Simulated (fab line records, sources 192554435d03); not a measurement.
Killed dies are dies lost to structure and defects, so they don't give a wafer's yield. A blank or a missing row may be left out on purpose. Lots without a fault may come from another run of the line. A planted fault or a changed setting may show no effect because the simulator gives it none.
A struck lot beside a sound one | flow n5_finfet | 14 steps out of a route of 1938
Sound: wafers L691.1, L691.2, L691.5. Struck: wafers L697.1, L697.5, L697.6. The cause comes at the end.
At each step with rows: each side's tool, then ch and its chambers, then its first start. Under that, the readings that differ: sound wafers | struck wafers | difference of the means | sigmas: that difference in standard deviations of wafers without a fault.
alike: readings whose means differ by less than 2 such deviations, and words and numbers that are the same on both sides. not compared: withheld readings, readings that some wafer has no value for, bounds like >300 that may hide the same value, and numbers for which the record gives no deviation and whose values overlap.
The two part at a step that has a row with sigmas, a row that says differs or no value, or rows on one side only. Numbers that don't overlap but have no deviation are shown without sigmas and don't part them. A reading that every wafer of one side lacks parts them only if that side has two wafers or more.

N5_BEOL_M13_VIA_ETCH_16: etches SiOC in C4F8/O2/Ar, target depth 921.7 nm.
  sound on rie_diel-06 ch 1,3, day 10 15:39; struck on rie_diel-02 ch 0,3, day 14 10:29
  alike: C4F8_flow_sccm, drypump_motor_current_A, oes_product_au, rf_vpp_V, showerhead_plenum_p_Torr, throttle_valve_pct
N5_BEOL_M13_STRIP_63: strips in N2/H2.
  sound on plasma_asher-02 ch 0,1, day 10 15:59; struck on plasma_asher-01 ch 0,1, day 14 10:44
  alike: drypump_motor_current_A, heater_power_w, n2_flow_sccm, oes_product_au, strip_time_to_endpoint_s
  not compared: rf_hours_counter_h
N5_BEOL_M13_STRIP_64: strips in N2/H2.
  sound on plasma_asher-02 ch 0,1, day 10 16:03; struck on plasma_asher-01 ch 0,1, day 14 10:47
  alike: drypump_motor_current_A, heater_power_w, n2_flow_sccm, oes_product_au, strip_time_to_endpoint_s
  not compared: rf_hours_counter_h
then, 2 steps without rows for these wafers: N5_BEOL_M13_STRIP_71 (strips in post etch residue remover, time 60 s); N5_BEOL_M13_SRD_72 (time 30 s, dry time 30 s).
N5_BEOL_M13_CD_MEAS_17: target cd 190 nm.
  sound on cd_sem-02, day 10 16:12; struck on cd_sem-02, day 14 10:56
  alike: cd_nm
then, 6 steps without rows for these wafers: N5_BEOL_M13_COAT_65 (time 60 s, resist thk 350 nm); N5_BEOL_M13_COAT_66 (time 60 s, resist thk 110 nm); N5_BEOL_M13_COAT_22 (resist thk 300 nm); N5_BEOL_M13_EBR_24; N5_BEOL_M13_SOFTBAKE_23 (time 60 s); N5_BEOL_M13_EXPOSE_25 (exposes mask M13, target cd 210 nm).
N5_BEOL_M13_PEB_26: peb time 90 s.
  sound on litho_track-05 ch 0, day 10 16:25; struck on litho_track-05, day 14 11:17
  no value came back on the struck wafers for chill_plate_temp_C (C), exhaust_pa (Pa), heater_power_total_W (W); on the sound wafers chill_plate_temp_C (C) reads 22.93 22.99 23.04
then, 1 step without rows for these wafers: N5_BEOL_M13_DEVELOP_27 (develop time 45 s).

WHERE THEY PART
Only at N5_BEOL_M13_PEB_26, within this record.

WHY: what the simulator had put in
Skipped step whole: litho_track-05, from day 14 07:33 on, at N5_BEOL_M13_PEB_26. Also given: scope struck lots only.
